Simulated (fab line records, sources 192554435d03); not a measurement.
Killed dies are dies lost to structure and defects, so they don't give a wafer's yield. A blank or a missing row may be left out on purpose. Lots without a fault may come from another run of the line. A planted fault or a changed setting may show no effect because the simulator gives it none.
Which tool did it? | flow n5_finfet | 23 lots, 69 wafers sampled, at 6 steps of a route of 1938

WHAT THE GAUGES READ, wafer by wafer
The record holds no reading of a measuring or inspecting step that can be judged against a usual standard deviation.

WHICH TOOL RAN EACH LOT (tool, then ch and the chambers of the sampled wafers, then the start)
lot  | N5_HKMG_FIN_STRIP_57               | N5_HKMG_FIN_STRIP_88                 | N5_HKMG_FIN_NWFM_ALD_20            | N5_HKMG_FIN_STRIP_69                 | N5_GATE_CUT_ETCHBACK_00           | N5_GATE_CUT_ETCH_56
L074 | rie_diel-03 ch 1,2, day 4 03:42    | plasma_asher-02 ch 0,1, day 4 08:42  | ald_metal-03 ch 1,2, day 4 09:05   | plasma_asher-01 ch 0,1, day 4 10:19  | rie_metal-02 ch 0,1, day 4 11:59  | rie_metal-02 ch 0,1, day 4 12:06
L075 | rie_diel-01 ch 0,1,2, day 4 09:07  | plasma_asher-02 ch 0,1, day 4 15:24  | ald_metal-04 ch 0,1,3, day 4 15:47 | plasma_asher-01 ch 0,1, day 4 16:55  | rie_metal-03 ch 0,1, day 4 18:34  | rie_metal-03 ch 0,1, day 4 18:41
L076 | rie_diel-01 ch 0,1, day 4 21:47    | plasma_asher-01 ch 0,1, day 5 03:48  | ald_metal-04 ch 1,2, day 5 04:11   | plasma_asher-02 ch 0,1, day 5 05:04  | rie_metal-03 ch 1, day 5 06:44    | rie_metal-03 ch 1, day 5 06:51
L077 | rie_diel-01 ch 1,2,3, day 5 00:23  | plasma_asher-02 ch 0,1, day 5 06:11  | ald_metal-04 ch 1,2,3, day 5 06:34 | plasma_asher-01 ch 0,1, day 5 07:37  | rie_metal-03 ch 0,1, day 5 09:17  | rie_metal-03 ch 0,1, day 5 09:24
L079 | rie_diel-03 ch 0,3, day 5 09:06    | plasma_asher-02 ch 0,1, day 5 13:56  | ald_metal-03 ch 1,2, day 5 14:23   | plasma_asher-02 ch 0,1, day 5 15:11  | rie_metal-02 ch 0,1, day 5 16:53  | rie_metal-02 ch 0,1, day 5 17:00
L078 | rie_diel-01 ch 0,2,3, day 5 10:14  | plasma_asher-01 ch 0,1, day 5 14:52  | ald_metal-01 ch 1,2,3, day 5 15:15 | plasma_asher-02 ch 0,1, day 5 16:03  | rie_metal-02 ch 0,1, day 5 17:43  | rie_metal-02 ch 0,1, day 5 17:50
L080 | rie_diel-02 ch 0,1,2, day 5 18:01  | plasma_asher-01 ch 0,1, day 5 22:57  | ald_metal-03 ch 0,3, day 5 23:13   | plasma_asher-01 ch 0,1, day 6 00:08  | rie_metal-01 ch 0,1, day 6 01:44  | rie_metal-01 ch 0,1, day 6 01:50
L081 | rie_diel-02 ch 0,2,3, day 5 22:39  | plasma_asher-01 ch 1, day 6 03:23    | ald_metal-04 ch 1,3, day 6 03:46   | plasma_asher-01 ch 0,1, day 6 04:34  | rie_metal-02 ch 1, day 6 06:14    | rie_metal-02 ch 1, day 6 06:21
L082 | rie_diel-02 ch 1,2,3, day 6 03:36  | plasma_asher-01 ch 0,1, day 6 08:21  | ald_metal-03 ch 0,2, day 6 08:44   | plasma_asher-01 ch 0,1, day 6 09:42  | rie_metal-03 ch 0,1, day 6 11:22  | rie_metal-03 ch 0,1, day 6 11:29
L083 | rie_diel-01 ch 0,2,3, day 6 10:58  | plasma_asher-02 ch 0,1, day 6 15:58  | ald_metal-01 ch 0,1,2, day 6 16:21 | plasma_asher-02 ch 0,1, day 6 17:09  | rie_metal-03 ch 0,1, day 6 18:49  | rie_metal-03 ch 0,1, day 6 18:56
L085 | rie_diel-02 ch 1,2,3, day 6 21:28  | plasma_asher-01 ch 0,1, day 7 02:16  | ald_metal-04 ch 0,2,3, day 7 02:39 | plasma_asher-01 ch 0,1, day 7 03:27  | rie_metal-03 ch 0,1, day 7 05:07  | rie_metal-03 ch 0,1, day 7 05:14
L086 | rie_diel-01 ch 1,2, day 7 08:04    | plasma_asher-01 ch 0,1, day 7 12:37  | ald_metal-01 ch 0,1,3, day 7 13:00 | plasma_asher-01 ch 0,1, day 7 13:57  | rie_metal-01 ch 0,1, day 7 15:37  | rie_metal-01 ch 0,1, day 7 15:44
L087 | rie_diel-03 ch 0,1,3, day 7 09:33  | plasma_asher-01 ch 0,1, day 7 14:29  | ald_metal-01 ch 0,1,3, day 7 14:52 | plasma_asher-02 ch 0,1, day 7 15:56  | rie_metal-01 ch 0,1, day 7 17:35  | rie_metal-01 ch 0,1, day 7 17:43
L088 | rie_diel-03 ch 0,1,2, day 7 14:47  | plasma_asher-01 ch 0,1, day 7 19:44  | ald_metal-04 ch 1,2, day 7 20:01   | plasma_asher-02 ch 0,1, day 7 21:34  | rie_metal-01 ch 0,1, day 7 23:10  | rie_metal-01 ch 0,1, day 7 23:16
L089 | rie_diel-03 ch 0,1,2, day 7 21:21  | plasma_asher-02 ch 0,1, day 8 02:01  | ald_metal-04 ch 0,1,2, day 8 02:24 | plasma_asher-02 ch 0,1, day 8 03:11  | rie_metal-02 ch 0,1, day 8 04:52  | rie_metal-02 ch 0,1, day 8 04:59
L090 | rie_diel-03 ch 0,1, day 8 01:57    | plasma_asher-02 ch 0,1, day 8 06:37  | ald_metal-04 ch 0,1,2, day 8 07:01 | plasma_asher-02 ch 0,1, day 8 07:53  | rie_metal-03 ch 0,1, day 8 09:38  | rie_metal-03 ch 0,1, day 8 09:46
L091 | rie_diel-01 ch 1,2,3, day 8 04:12  | plasma_asher-01 ch 0, day 8 08:58    | ald_metal-03 ch 1,2, day 8 09:21   | plasma_asher-02 ch 0,1, day 8 10:18  | rie_metal-03 ch 0,1, day 8 11:58  | rie_metal-03 ch 0,1, day 8 12:05
L092 | rie_diel-01 ch 1,2, day 8 12:47    | plasma_asher-02 ch 0,1, day 8 17:26  | ald_metal-04 ch 0,2, day 8 17:49   | plasma_asher-01 ch 0,1, day 8 18:46  | rie_metal-01 ch 0,1, day 8 20:33  | rie_metal-01 ch 0,1, day 8 20:40
L093 | rie_diel-01 ch 0,3, day 8 17:40    | plasma_asher-02 ch 0,1, day 8 22:48  | ald_metal-01 ch 0,1, day 8 23:11   | plasma_asher-02 ch 0,1, day 8 23:59  | rie_metal-03 ch 0,1, day 9 01:38  | rie_metal-03 ch 0,1, day 9 01:46
L094 | rie_diel-01 ch 0,3, day 9 05:04    | plasma_asher-01 ch 0, day 9 10:01    | ald_metal-01 ch 0,1,3, day 9 10:23 | plasma_asher-01 ch 0,1, day 9 11:11  | rie_metal-02 ch 1, day 9 12:51    | rie_metal-02 ch 1, day 9 13:05
L095 | rie_diel-02 ch 0,2,3, day 9 22:14  | plasma_asher-02 ch 1, day 10 02:54   | ald_metal-01 ch 0,3, day 10 03:17  | plasma_asher-01 ch 0,1, day 10 04:05 | rie_metal-03 ch 0,1, day 10 05:44 | rie_metal-03 ch 0,1, day 10 05:52
L096 | rie_diel-01 ch 1,3, day 10 04:55   | plasma_asher-02 ch 0, day 10 10:01   | ald_metal-04 ch 1,3, day 10 10:24  | plasma_asher-02 ch 0,1, day 10 11:16 | rie_metal-02 ch 1, day 10 12:55   | rie_metal-02 ch 1, day 10 13:10
L097 | rie_diel-01 ch 1,2,3, day 10 18:19 | plasma_asher-01 ch 0,1, day 10 23:23 | ald_metal-04 ch 0,2, day 10 23:39  | plasma_asher-02 ch 0,1, day 11 00:34 | rie_metal-03 ch 0,1, day 11 02:09 | rie_metal-03 ch 0,1, day 11 02:16
- N5_HKMG_FIN_STRIP_57: strips in CF4.
- N5_HKMG_FIN_STRIP_88: strips in N2/H2, time 360 s.
- N5_HKMG_FIN_NWFM_ALD_20: deposits TiAlC, target thk 2 nm, pulse time 3 s, purge time 2 s.
- N5_HKMG_FIN_STRIP_69: strips in N2/H2, time 360 s.
- N5_GATE_CUT_ETCHBACK_00: etches W in SF6/Cl2.
- N5_GATE_CUT_ETCH_56: etches TiN in Cl2/Ar, target depth 21.6 nm.

WHAT THE TOOLS THEMSELVES READ (means of the sampled wafers that have a number; where no wafer has one, the mark that the record gives instead)
N5_HKMG_FIN_STRIP_57. Usual: bias_power_w 75.01 W, standard deviation 0.22; drypump_motor_current_A 5.50 A, standard deviation 0.29; oes_product_au 0.78 a.u., standard deviation 0.078; rf_vpp_V 270.9 V, standard deviation 1.6; showerhead_plenum_p_Torr 1.78 Torr, standard deviation 0.058; throttle_valve_pct 13.59 %, standard deviation 0.22.
lot  | tool        | bias_power_w (W) | drypump_motor_current_A (A) | oes_product_au (a.u.) | rf_vpp_V (V) | showerhead_plenum_p_Torr (Torr) | throttle_valve_pct (%) | flag
L074 | rie_diel-03 | 74.87            | 5.65                        | 0.79                  | 269.6        | 1.72                            | 13.66                  |
L075 | rie_diel-01 | 74.87            | 5.49                        | 0.81                  | 270.8        | 1.81                            | 13.55                  |
L076 | rie_diel-01 | 74.93            | 5.21                        | 0.80                  | 271.2        | 1.80                            | 13.46                  |
L077 | rie_diel-01 | 75.02            | 5.50                        | 0.83                  | 271.4        | 1.81                            | 13.42                  |
L079 | rie_diel-03 | 75.05            | 5.70                        | 0.90                  | 271.0        | 1.81                            | 13.52                  |
L078 | rie_diel-01 | 74.96            | 5.61                        | 0.76                  | 271.7        | 1.79                            | 13.52                  |
L080 | rie_diel-02 | 75.03            | 5.39                        | 0.69                  | 271.4        | 1.79                            | 13.75                  |
L081 | rie_diel-02 | 74.85            | 5.55                        | 0.72                  | 270.2        | 1.76                            | 13.74                  |
L082 | rie_diel-02 | 74.91            | 5.36                        | 0.71                  | 270.7        | 1.78                            | 13.80                  |
L083 | rie_diel-01 | 75.02            | 5.58                        | 0.75                  | 271.1        | 1.79                            | 13.54                  |
L085 | rie_diel-02 | 75.02            | 5.38                        | 0.71                  | 271.1        | 1.78                            | 13.81                  |
L086 | rie_diel-01 | 75.03            | 5.39                        | 0.84                  | 272.2        | 1.82                            | 13.53                  |
L087 | rie_diel-03 | 74.92            | 5.67                        | 0.81                  | 270.9        | 1.80                            | 13.65                  |
L088 | rie_diel-03 | 74.85            | 5.60                        | 0.76                  | 270.8        | 1.76                            | 13.79                  |
L089 | rie_diel-03 | 74.98            | 5.62                        | 0.76                  | 269.8        | 1.76                            | 13.80                  |
L090 | rie_diel-03 | 74.92            | 5.66                        | 0.77                  | 271.5        | 1.79                            | 13.77                  |
L091 | rie_diel-01 | 75.06            | 5.50                        | 0.79                  | 271.9        | 1.80                            | 13.48                  |
L092 | rie_diel-01 | 74.99            | 5.65                        | 0.82                  | 271.0        | 1.81                            | 13.66                  |
L093 | rie_diel-01 | 74.82            | 5.45                        | 0.89                  | 269.7        | 1.77                            | 13.21                  |
L094 | rie_diel-01 | 74.96            | 5.44                        | 0.80                  | 270.2        | 1.77                            | 13.26                  |
L095 | rie_diel-02 | 75.05            | 5.53                        | 0.77                  | 270.2        | 1.75                            | 13.62                  |
L096 | rie_diel-01 | 75.07            | 5.29                        | 0.75                  | 271.3        | 1.78                            | 13.36                  |
L097 | rie_diel-01 | 75.18            | 5.47                        | 0.77                  | 271.4        | 1.80                            | 13.53                  |

N5_HKMG_FIN_STRIP_88. Usual: drypump_motor_current_A 5.8 A, standard deviation 0.58; heater_power_w 448 W, standard deviation 35; temp_c 300.01 C, standard deviation 0.21.
lot  | tool            | drypump_motor_current_A (A) | heater_power_w (W) | temp_c (C) | flag
L074 | plasma_asher-02 | 5.6                         | 469                | 300.07     |
L075 | plasma_asher-02 | 5.2                         | 439                | 300.25     |
L076 | plasma_asher-01 | 6.1                         | 436                | 300.10     |
L077 | plasma_asher-02 | 5.2                         | 443                | 300.10     |
L079 | plasma_asher-02 | 5.2                         | 440                | 299.91     |
L078 | plasma_asher-01 | 6.2                         | 452                | 299.90     |
L080 | plasma_asher-01 | 6.1                         | 434                | 299.86     |
L081 | plasma_asher-01 | 6.4                         | 473                | 299.93     |
L082 | plasma_asher-01 | 6.1                         | 434                | 299.98     |
L083 | plasma_asher-02 | 5.2                         | 440                | 300.15     |
L085 | plasma_asher-01 | 6.2                         | 448                | 299.77     |
L086 | plasma_asher-01 | 6.2                         | 458                | 299.79     |
L087 | plasma_asher-01 | 6.2                         | 454                | 300.00     |
L088 | plasma_asher-01 | 6.2                         | 443                | 300.02     |
L089 | plasma_asher-02 | 5.2                         | 440                | 300.17     |
L090 | plasma_asher-02 | 5.2                         | 436                | 300.08     |
L091 | plasma_asher-01 | 5.9                         | 410                | 299.93     |
L092 | plasma_asher-02 | 5.2                         | 444                | 300.05     |
L093 | plasma_asher-02 | 5.2                         | 438                | 299.92     |
L094 | plasma_asher-01 | 5.9                         | 416                | 299.59     |
L095 | plasma_asher-02 | 6.0                         | 494                | 300.16     |
L096 | plasma_asher-02 | 4.8                         | 414                | 299.74     |
L097 | plasma_asher-01 | 6.2                         | 448                | 299.96     |

N5_HKMG_FIN_NWFM_ALD_20. Usual: heater_power_w 494 W, standard deviation 53; precursor_pulse_height_rel 1.000, standard deviation 0.018.
lot  | tool         | heater_power_w (W) | precursor_pulse_height_rel | flag
L074 | ald_metal-03 | 499                | 0.982                      |
L075 | ald_metal-04 | 472                | 0.988                      |
L076 | ald_metal-04 | 464                | 1.016                      |
L077 | ald_metal-04 | 445                | 1.000                      |
L079 | ald_metal-03 | 491                | 0.999                      |
L078 | ald_metal-01 | 498                | 1.004                      |
L080 | ald_metal-03 | 465                | 1.011                      |
L081 | ald_metal-04 | 434                | 0.989                      |
L082 | ald_metal-03 | 467                | 0.993                      |
L083 | ald_metal-01 | 499                | 1.004                      |
L085 | ald_metal-04 | 499                | 0.996                      |
L086 | ald_metal-01 | 525                | 0.975                      |
L087 | ald_metal-01 | 522                | 0.990                      |
L088 | ald_metal-04 | 460                | 1.003                      |
L089 | ald_metal-04 | 503                | 0.987                      |
L090 | ald_metal-04 | 501                | 1.000                      |
L091 | ald_metal-03 | 504                | 0.998                      |
L092 | ald_metal-04 | 554                | 0.996                      |
L093 | ald_metal-01 | 496                | 1.007                      |
L094 | ald_metal-01 | 515                | 1.005                      |
L095 | ald_metal-01 | 545                | 1.002                      |
L096 | ald_metal-04 | 430                | 1.011                      |
L097 | ald_metal-04 | 551                | 1.002                      |

N5_HKMG_FIN_STRIP_69. Usual: drypump_motor_current_A 5.8 A, standard deviation 0.58; heater_power_w 448 W, standard deviation 35; temp_c 299.97 C, standard deviation 0.21.
lot  | tool            | drypump_motor_current_A (A) | heater_power_w (W) | temp_c (C) | flag
L074 | plasma_asher-01 | 6.2                         | 452                | 299.87     |
L075 | plasma_asher-01 | 6.1                         | 429                | 299.86     |
L076 | plasma_asher-02 | 5.2                         | 446                | 299.79     |
L077 | plasma_asher-01 | 6.1                         | 435                | 299.76     |
L079 | plasma_asher-02 | 5.6                         | 458                | 299.84     |
L078 | plasma_asher-02 | 5.6                         | 464                | 299.92     |
L080 | plasma_asher-01 | 6.1                         | 431                | 300.13     |
L081 | plasma_asher-01 | 6.1                         | 430                | 299.82     |
L082 | plasma_asher-01 | 6.1                         | 434                | 300.06     |
L083 | plasma_asher-02 | 5.6                         | 466                | 300.05     |
L085 | plasma_asher-01 | 6.1                         | 429                | 300.00     |
L086 | plasma_asher-01 | 6.2                         | 453                | 299.77     |
L087 | plasma_asher-02 | 5.2                         | 443                | 300.16     |
L088 | plasma_asher-02 | 5.2                         | 443                | 300.03     |
L089 | plasma_asher-02 | 5.6                         | 464                | 299.82     |
L090 | plasma_asher-02 | 5.2                         | 439                | 300.10     |
L091 | plasma_asher-02 | 5.6                         | 463                | 300.30     |
L092 | plasma_asher-01 | 6.1                         | 430                | 300.04     |
L093 | plasma_asher-02 | 5.2                         | 440                | 299.93     |
L094 | plasma_asher-01 | 6.2                         | 452                | 299.96     |
L095 | plasma_asher-01 | 6.1                         | 431                | 300.16     |
L096 | plasma_asher-02 | 5.6                         | 470                | 299.90     |
L097 | plasma_asher-02 | 5.6                         | 465                | 300.16     |

N5_GATE_CUT_ETCHBACK_00. Usual: drypump_motor_current_A 6.0 A, standard deviation 0.49; oes_product_au 0.77 a.u., standard deviation 0.084; throttle_valve_pct 27.60 %, standard deviation 0.24.
lot  | tool         | drypump_motor_current_A (A) | oes_product_au (a.u.) | throttle_valve_pct (%) | flag
L074 | rie_metal-02 | 6.1                         | 0.76                  | 27.42                  |
L075 | rie_metal-03 | 6.4                         | 0.86                  | 27.67                  |
L076 | rie_metal-03 | 6.7                         | 0.88                  | 27.58                  |
L077 | rie_metal-03 | 6.4                         | 0.85                  | 27.66                  |
L079 | rie_metal-02 | 6.0                         | 0.68                  | 27.63                  |
L078 | rie_metal-02 | 6.0                         | 0.68                  | 27.63                  |
L080 | rie_metal-01 | 5.6                         | 0.67                  | 27.55                  |
L081 | rie_metal-02 | 6.1                         | 0.81                  | 27.24                  |
L082 | rie_metal-03 | 6.1                         | 0.82                  | 27.77                  |
L083 | rie_metal-03 | 6.1                         | 0.83                  | 27.79                  |
L085 | rie_metal-03 | 6.2                         | 0.82                  | 27.78                  |
L086 | rie_metal-01 | 5.6                         | 0.66                  | 27.56                  |
L087 | rie_metal-01 | 5.2                         | 0.69                  | 27.45                  |
L088 | rie_metal-01 | 5.2                         | 0.69                  | 27.45                  |
L089 | rie_metal-02 | 6.0                         | 0.67                  | 27.63                  |
L090 | rie_metal-03 | 6.4                         | 0.82                  | 27.69                  |
L091 | rie_metal-03 | 6.1                         | 0.81                  | 27.78                  |
L092 | rie_metal-01 | 5.6                         | 0.66                  | 27.57                  |
L093 | rie_metal-03 | 6.1                         | 0.80                  | 27.79                  |
L094 | rie_metal-02 | 6.1                         | 0.78                  | 27.27                  |
L095 | rie_metal-03 | 6.2                         | 0.81                  | 27.80                  |
L096 | rie_metal-02 | 6.1                         | 0.77                  | 27.28                  |
L097 | rie_metal-03 | 6.2                         | 0.80                  | 27.80                  |

N5_GATE_CUT_ETCH_56. Usual: drypump_motor_current_A 6.0 A, standard deviation 0.5; mfc_ar_sccm 60.00 sccm, standard deviation 0.16; oes_product_au 0.76 a.u., standard deviation 0.08; throttle_valve_pct 20.96 %, standard deviation 0.22.
lot  | tool         | drypump_motor_current_A (A) | mfc_ar_sccm (sccm) | oes_product_au (a.u.) | throttle_valve_pct (%) | flag
L074 | rie_metal-02 | 6.1                         | 60.06              | 0.75                  | 20.82                  |
L075 | rie_metal-03 | 6.4                         | 59.89              | 0.85                  | 20.99                  |
L076 | rie_metal-03 | 6.7                         | 60.04              | 0.86                  | 20.93                  |
L077 | rie_metal-03 | 6.4                         | 59.91              | 0.85                  | 20.99                  |
L079 | rie_metal-02 | 6.0                         | 59.90              | 0.69                  | 21.02                  |
L078 | rie_metal-02 | 6.0                         | 59.99              | 0.68                  | 21.02                  |
L080 | rie_metal-01 | 5.6                         | 60.02              | 0.67                  | 20.93                  |
L081 | rie_metal-02 | 6.1                         | 60.02              | 0.81                  | 20.61                  |
L082 | rie_metal-03 | 6.1                         | 59.95              | 0.82                  | 21.08                  |
L083 | rie_metal-03 | 6.1                         | 60.01              | 0.82                  | 21.08                  |
L085 | rie_metal-03 | 6.1                         | 60.09              | 0.82                  | 21.09                  |
L086 | rie_metal-01 | 5.6                         | 59.91              | 0.66                  | 20.93                  |
L087 | rie_metal-01 | 5.2                         | 60.21              | 0.69                  | 20.81                  |
L088 | rie_metal-01 | 5.2                         | 60.12              | 0.69                  | 20.82                  |
L089 | rie_metal-02 | 6.0                         | 59.82              | 0.66                  | 21.04                  |
L090 | rie_metal-03 | 6.4                         | 60.02              | 0.81                  | 21.03                  |
L091 | rie_metal-03 | 6.1                         | 60.01              | 0.81                  | 21.10                  |
L092 | rie_metal-01 | 5.6                         | 60.06              | 0.66                  | 20.94                  |
L093 | rie_metal-03 | 6.2                         | 60.01              | 0.80                  | 21.11                  |
L094 | rie_metal-02 | 6.1                         | 59.93              | 0.78                  | 20.65                  |
L095 | rie_metal-03 | 6.1                         | 59.78              | 0.79                  | 21.12                  |
L096 | rie_metal-02 | 6.1                         | 59.88              | 0.77                  | 20.66                  |
L097 | rie_metal-03 | 6.1                         | 59.92              | 0.79                  | 21.11                  |

THE ANSWER, worked out from the rows above alone
Rule: a lot is off if the mean of its wafers that have a number lies more than 3 standard deviations from the usual mean. A lot without any number at a reading at which 4 lots or more have one is off too. The other lots that the step has rows for count as sound. The gauges are gone through in route order, then the tools' own readings, and for those a lot's mean is taken as printed above. The first step at which some lot is off is used, and at that step the reading that is off furthest; a lot without a number counts as furthest.
No lot is off at any reading shown: from this, nothing can be told.

WHAT THE SIMULATOR HAD PUT IN
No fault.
